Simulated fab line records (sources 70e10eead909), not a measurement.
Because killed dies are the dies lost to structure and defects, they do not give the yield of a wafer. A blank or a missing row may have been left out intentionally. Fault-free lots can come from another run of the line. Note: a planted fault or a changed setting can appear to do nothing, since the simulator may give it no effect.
Which tool is to blame? | flow nandHarc | 36 wafers from 12 lots sampled at 2 of the route's 1302 steps

== WHAT EACH GAUGE READ, for each wafer ==
NHARC_P_BONDPAD_THK_MEAS_33: measures by ellipsometry.
lot  | measured     | on           | thkNm (nm)
L075 | day 7 01:29  | filmMetro-01 | 200.3 200.6 201.0
L076 | day 7 16:52  | filmMetro-02 | 201.4 201.6 200.3
L079 | day 8 18:55  | filmMetro-02 | 201.9 199.6 201.4
L081 | day 9 10:41  | filmMetro-01 | 200.1 199.8 197.6
L082 | day 10 05:04 | filmMetro-01 | 199.9 200.7 201.0
L085 | day 11 06:23 | filmMetro-01 | 200.7 201.9 200.2
L089 | day 12 15:17 | filmMetro-02 | 197.0 199.2 201.4
L087 | day 12 23:22 | filmMetro-02 | 199.0 201.7 198.5
L091 | day 13 18:19 | filmMetro-01 | 199.2 198.2 198.1
L093 | day 14 19:21 | filmMetro-01 | 201.5 199.5 200.1
L096 | day 15 14:29 | filmMetro-01 | 199.1 201.0 199.2
L097 | day 16 02:01 | filmMetro-02 | 199.6 198.6 198.7

== WHICH TOOL RAN EACH LOT (tool, then ch and the chambers of the sampled wafers, then the start) ==
lot  | NHARC_P_BONDPAD_CMP_32
L075 | cmp-04 ch 1,2,3, day 7 01:13
L076 | cmp-04 ch 0,2,3, day 7 16:38
L079 | cmp-02 ch 0,1,3, day 8 18:41
L081 | cmp-04 ch 0,3, day 9 10:28
L082 | cmp-04 ch 2,3, day 10 04:49
L085 | cmp-02 ch 0,1,3, day 11 06:08
L089 | cmp-04 ch 1,2,3, day 12 15:07
L087 | cmp-02 ch 0,1,3, day 12 23:07
L091 | cmp-04 ch 1,2,3, day 13 18:08
L093 | cmp-03 ch 0,2,3, day 14 19:06
L096 | cmp-03 ch 0,1,3, day 15 14:17
L097 | cmp-04 ch 2,3, day 16 01:46
- NHARC_P_BONDPAD_CMP_32: polishes SiCN, target thk 200 nm.

== THE ANSWER, worked out from the rows above alone ==
Rule: the lots themselves supply what counts as usual. The widest of any qualifying gaps counts: lots, ordered by their means at a reading, are off when they make up no more than a third of the lots, leave a main group of 4 or more, and stand apart from it by 3 or more times the standard deviation of that group's means. Not used: any main group whose means are identical at the precision the tables above print for the reading. A lot without any number at a reading at which 4 lots or more have one is off too. The other lots that the step has rows for count as sound.
Nothing can be told from this: no lot is off at any reading shown.

== WHAT WAS PUT IN BY THE SIMULATOR ==
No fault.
